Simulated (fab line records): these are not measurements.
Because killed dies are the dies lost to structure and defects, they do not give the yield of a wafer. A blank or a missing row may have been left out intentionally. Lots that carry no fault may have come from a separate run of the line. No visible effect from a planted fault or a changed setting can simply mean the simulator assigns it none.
Chamber matching || flow n5 finfet || rie diel-06 running N5_HKMG_FIN_STRIP_93: 4 sister chambers
The step strips SOC in N2/H2, time 20 s. 4 wafers are shown with their chamber, then 7 later ones without.

== WAFERS PAIRED WITH THEIR CHAMBERS ==
{"wafer": "L090.2", "chamber": 2, "showerhead plenum p Torr (Torr)": 3.55}
{"wafer": "L090.3", "chamber": 0, "showerhead plenum p Torr (Torr)": 3.38}
{"wafer": "L094.2", "chamber": 3, "showerhead plenum p Torr (Torr)": 3.43}
{"wafer": "L094.3", "chamber": 1, "showerhead plenum p Torr (Torr)": 3.18}

== WAFERS WITH NO CHAMBER GIVEN ==
{"wafer": "L094.6", "showerhead plenum p Torr (Torr)": 3.37}
{"wafer": "L095.2", "showerhead plenum p Torr (Torr)": 3.37}
{"wafer": "L095.4", "showerhead plenum p Torr (Torr)": 3.54}
{"wafer": "L095.5", "showerhead plenum p Torr (Torr)": 3.18}
{"wafer": "L097.2", "showerhead plenum p Torr (Torr)": 3.54}
{"wafer": "L097.3", "showerhead plenum p Torr (Torr)": 3.42}
{"wafer": "L097.5", "showerhead plenum p Torr (Torr)": 3.54}

== WHICH CHAMBER EACH WENT THROUGH ==
{"wafer": "L094.6", "from the rows above": 0, "in truth": 0}
{"wafer": "L095.2", "from the rows above": 0, "in truth": 0}
{"wafer": "L095.4", "from the rows above": 2, "in truth": 2}
{"wafer": "L095.5", "from the rows above": 1, "in truth": 1}
{"wafer": "L097.2", "from the rows above": 2, "in truth": 2}
{"wafer": "L097.3", "from the rows above": 3, "in truth": 3}
{"wafer": "L097.5", "from the rows above": 2, "in truth": 2}
Correctly placed: 7 of 7. Left unplaced by these rows: 0. Number placed wrongly: 0.
How it was worked out, from the rows above alone: a wafer's distance from a chamber is the root of the sum, over the readings, of the square of ((its reading less the chamber's mean) divided by the reading's scatter). The wafer belongs to the nearest chamber; if the next one is less than 2 further off, it can't be placed. For every chamber, the mean is computed from those of its wafers that are shown. The scatter: root of mean squared gap, hidden wafer to nearest shown wafer, with one shown wafer a chamber.
